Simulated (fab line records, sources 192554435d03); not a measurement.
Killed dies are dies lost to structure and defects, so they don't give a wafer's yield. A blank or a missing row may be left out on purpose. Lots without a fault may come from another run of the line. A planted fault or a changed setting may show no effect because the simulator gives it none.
Split-lot experiment | flow n5_finfet | 7 lots, 21 wafers read, on a route of 1938 steps

THE SPLIT
At N5_MOL_CONTACT_COAG_COAT_62 (time 60 s, resist thk 60 nm), the setting spin_rpm was moved away from the recipe's 1500 rpm on 9 of the 21 wafers read, by -9.1% to +10.7%. The other wafers ran this setting at the recipe's value.

FROM THE SPLIT TO THE READING: what the file shows between them, 14 steps
- N5_MOL_CONTACT_COAG_COAT_64: time 60 s, resist thk 10 nm (also split here: spin_rpm)
- N5_MOL_CONTACT_COAG_COAT_34: resist thk 40 nm
- N5_MOL_CONTACT_COAG_EBR_36
- N5_MOL_CONTACT_COAG_DESCUM_45: chemistry O2, time 7 s
- N5_MOL_CONTACT_COAG_ETCH_65: etches underlayer in N2/H2, target depth 13 nm, time 10.4 s
- N5_MOL_CONTACT_COAG_ETCH_66: etches SiARC in CF4, target depth 13 nm, time 21.7 s
- N5_MOL_CONTACT_COAG_ALD_133: deposits SiO2, target thk 5 nm, pulse time 1 s, co reactant pulse time 1 s
- N5_MOL_CONTACT_COAG_ETCHBACK_134: etches SiO2 in CHF3, target depth 10 nm, time 6.7 s
- N5_MOL_CONTACT_COAG_ETCH_67: etches SOC in N2/H2, target depth 60 nm, overetch 21 nm, time 101.2 s
- N5_MOL_CONTACT_COAG_STRIP_68: strips in N2/H2
- N5_MOL_CONTACT_COAG_STRIP_69: strips in N2/H2
- N5_MOL_CONTACT_COAG_ETCHBACK_136: etches SiO2 in CHF3, target depth 25 nm, time 16.7 s
- N5_MOL_CONTACT_COAG_STRIP_120: strips in CHF3
- N5_MOL_CONTACT_COAG_VIA_ETCH_117: etches SiO2 in C4F6/O2, target depth 40 nm, overetch 8 nm, time 26 s

THE READING
SOC_of_MOL_CONTACT_COAG_COAT_62.thk_nm (the simulator's own value, which no gauge read), in nm, at N5_MOL_CONTACT_COAG_ETCH_124 (etches SiNx in CH3F/O2, stops on SiOC, target depth 6.5 nm). The file gives no usual value for it. The 12 wafers here that ran the recipe average 48.5 nm, standard deviation 0.25 nm.

wafer  | tool, chamber at the split | spin_rpm as run, rpm | against the recipe | SOC_of_MOL_CONTACT_COAG_COAT_62.thk_nm, nm | against lot-mates on the recipe
L075.1 | litho_track-02, 0          | 1500                 | recipe             | 48.4                                       | -
L075.2 | litho_track-02, 0          | 1500                 | recipe             | 48.6                                       | -
L075.3 | litho_track-02, 0          | 1500                 | recipe             | 49.2                                       | -
L081.1 | litho_track-02, 0          | 1594                 | +6.3%              | 46.6                                       | -1.9
L081.2 | litho_track-02, 0          | 1500                 | recipe             | 48.6                                       | -
L081.5 | litho_track-02, 0          | 1500                 | recipe             | 48.4                                       | -
L082.1 | litho_track-01, 0          | 1661                 | +10.7%             | 45.2                                       | -3.2
L082.2 | litho_track-01, 0          | 1661                 | +10.7%             | 45.4                                       | -3.0
L082.5 | litho_track-01, 0          | 1500                 | recipe             | 48.4                                       | -
L084.3 | litho_track-02, 0          | 1386                 | -7.6%              | 50.4                                       | +2.0
L084.5 | litho_track-02, 0          | 1500                 | recipe             | 48.4                                       | -
L084.6 | litho_track-02, 0          | 1386                 | -7.6%              | 50.8                                       | +2.4
L094.3 | litho_track-02, 0          | 1364                 | -9.1%              | 51                                         | +2.6
L094.4 | litho_track-02, 0          | 1500                 | recipe             | 48.4                                       | -
L094.5 | litho_track-02, 0          | 1364                 | -9.1%              | 51.4                                       | +3.0
L096.2 | litho_track-02, 0          | 1500                 | recipe             | 48.4                                       | -
L096.4 | litho_track-02, 0          | 1500                 | recipe             | 48.4                                       | -
L096.3 | litho_track-02, 0          | 1500                 | recipe             | 48.2                                       | -
L097.3 | litho_track-05, 0          | 1500                 | recipe             | 48.2                                       | -
L097.5 | litho_track-05, 0          | 1394                 | -7.1%              | 50.6                                       | +2.4
L097.6 | litho_track-05, 0          | 1394                 | -7.1%              | 50.8                                       | +2.6

THE FIT
A straight line over all 21 wafers: SOC_of_MOL_CONTACT_COAG_COAT_62.thk_nm changes by -0.297 nm for each +1% of spin_rpm; r = -0.99; the points scatter about the line by 0.23 nm.
The same after taking each lot's own level away (the mean of its wafers on the recipe; 21 wafers): -0.304 nm for each +1%; r = -0.99; scatter 0.22 nm.
On that fit, the largest move of spin_rpm shifts the reading by 3.3 nm.
The lots' own levels span 48.20 to 48.73 nm, that is 2.1 times the standard deviation above.
So the lot-to-lot level changes the slope little: the two slopes agree.
Check: with one of the wafers moved furthest among these (+10.7%) left out of the fit, the line predicts -3.22 nm for it against its lot-mates. It came out at -3.2 nm against them.

OTHER SPLITS ON THESE WAFERS
These wafers also went through other splits before the reading. Each is held against what the fit with the lots' levels taken away leaves over:
other split on the same wafers        | wafers away from the commonest value | r with SOC_of_MOL_CONTACT_COAG_COAT_62.thk_nm (lot level and that fit taken away)
N5_GATE_CUT_DESCUM_18 time_s          | 7                                    | -0.45
N5_GATE_CUT_CUT_ETCH_53 icp_w         | 8                                    | -0.10
N5_MOL_CONTACT_COAG_ALD_27 ald_cycles | 4                                    | -0.01
N5_MOL_CONTACT_COAG_COAT_78 spin_rpm  | 9                                    | +0.11
N5_MOL_CONTACT_COAG_COAT_64 spin_rpm  | 6                                    | +0.28

THE WHOLE CHAIN: every reading that the file lists as answering this split, in the file's order
step                             | what it does                                                          | reading                                                                                 | change (the file's fit)               | r (the file's)
N5_MOL_CONTACT_COAG_COAT_62      | time 60 s, resist thk 60 nm                                           | SOC_of_MOL_CONTACT_COAG_COAT_62.thk_nm (the simulator's own value, which no gauge read) | -0.315 nm for each +1% of the setting | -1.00
N5_MOL_CONTACT_COAG_ETCH_67      | etches SOC in N2/H2, target depth 60 nm, overetch 21 nm, time 101.2 s | etch.depth_nm (the simulator's own value, which no gauge read)                          | -0.314 nm for each +1% of the setting | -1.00
N5_MOL_CONTACT_COAG_ETCHBACK_136 | etches SiO2 in CHF3, target depth 25 nm, time 16.7 s                  | SOC_of_MOL_CONTACT_COAG_COAT_62.thk_nm (the simulator's own value, which no gauge read) | -0.313 nm for each +1% of the setting | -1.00
N5_MOL_CONTACT_COAG_ETCH_124     | etches SiNx in CH3F/O2, stops on SiOC, target depth 6.5 nm            | SOC_of_MOL_CONTACT_COAG_COAT_62.thk_nm (the simulator's own value, which no gauge read) | -0.305 nm for each +1% of the setting | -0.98

THE FILE'S OWN FIT
SOC_of_MOL_CONTACT_COAG_COAT_62.thk_nm changes by -0.305 nm for each +1% of spin_rpm, r = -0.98.
